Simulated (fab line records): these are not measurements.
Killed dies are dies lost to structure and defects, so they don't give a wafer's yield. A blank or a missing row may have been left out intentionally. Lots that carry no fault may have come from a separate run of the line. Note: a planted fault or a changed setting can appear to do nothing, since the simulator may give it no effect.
2 desks, one fault | flow n5Finfet | only its own numbers are on each desk; what lay behind them is given at the end

AT THE METROLOGY DESK
Lot by lot, what the gauges showed, no matter which tool ran the lot: averages of those sampled wafers that carry a number. The brackets show how far a lot's mean lies from the usual mean; more than 4 standard deviations puts the lot out of limits, marked OUT.
Columns: A = M5_RS at N5_BEOL_M5_RS_MEAS_57, usual 0.391 ohm/sq; B = cdNm at N5_BEOL_M6_CD_MEAS_18, usual 39.7 nm
lot  | first seen here | A     | B
L108 | day 8 14:17     | 0.405 | 40.3
L110 | day 9 05:50     | 0.388 | 40.1
L111 | day 9 18:07     | 0.397 | 39.8
L115 | day 9 21:29     | 0.396 | 39.6
L117 | day 10 15:58    | 0.399 | -
L118 | day 10 22:28    | 0.385 | -
L119 | day 11 18:19    | 0.385 | -
L121 | day 11 18:48    | 0.381 | 39.4
L120 | day 12 03:36    | 0.396 | 40.1
L123 | day 12 07:14    | 0.390 | 39.6
L125 | day 12 09:11    | 0.393 | 39.6
L127 | day 13 00:29    | 0.383 | 39.0
L126 | day 13 12:11    | 0.391 | 39.3
L128 | day 13 19:17    | 0.380 | 40.0
L129 | day 14 10:52    | 0.398 | 39.7
This desk found nothing out of limits on any of the 15 lots.

AT THE TOOL OWNER'S DESK: rieDiel-04
The tool's own readings at N5_BEOL_M6_ETCH_61 (etches SiARC in CF4, target depth 45.5 nm, time 75.8 s): means of the sampled wafers that have a number, for each lot that ran on this tool. The brackets show how far a lot's mean lies from the usual mean; more than 4 standard deviations puts the lot out of limits, marked OUT. Shown here are 7 of its 8 readings, the ones lying furthest out on some lot.
Columns: A = biasW at N5_BEOL_M6_ETCH_61, usual 35.99 W; B = cf4FlowSccm at N5_BEOL_M6_ETCH_61, usual 99.99 sccm; C = drypumpMotorCurrentA at N5_BEOL_M6_ETCH_61, usual 5.6 A; D = etchRfOnTimeS at N5_BEOL_M6_ETCH_61, usual 75.1 s; E = oesProductAu at N5_BEOL_M6_ETCH_61, usual 0.66 a.u.; F = rfVppV at N5_BEOL_M6_ETCH_61, usual 183.9 V; G = showerheadPlenumPTorr at N5_BEOL_M6_ETCH_61, usual 2.12 Torr
lot  | first seen here | A     | B      | C   | D    | E    | F     | G
L108 | day 8 15:33     | 35.99 | 100.13 | 5.2 | 75.7 | 0.66 | 183.6 | 2.09
L110 | day 9 08:03     | 35.97 | 100.16 | 5.2 | 76.1 | 0.65 | 184.4 | 2.14
L115 | day 10 00:55    | 35.99 | 99.80  | 5.2 | 78.3 | 0.63 | 184.7 | 2.19
L123 | day 12 08:50    | 35.90 | 100.08 | 5.2 | 76.1 | 0.60 | 183.9 | 2.15
L128 | day 13 21:34    | 36.00 | 99.95  | 5.9 | 74.1 | 0.67 | 184.7 | 2.19
This desk found nothing out of limits on any of the 5 lots.

TAKEN TOGETHER
At the metrology desk, nothing out of limits was observed.
The desk of the tool owner found nothing out of limits.

WHAT WAS PUT IN BY THE SIMULATOR
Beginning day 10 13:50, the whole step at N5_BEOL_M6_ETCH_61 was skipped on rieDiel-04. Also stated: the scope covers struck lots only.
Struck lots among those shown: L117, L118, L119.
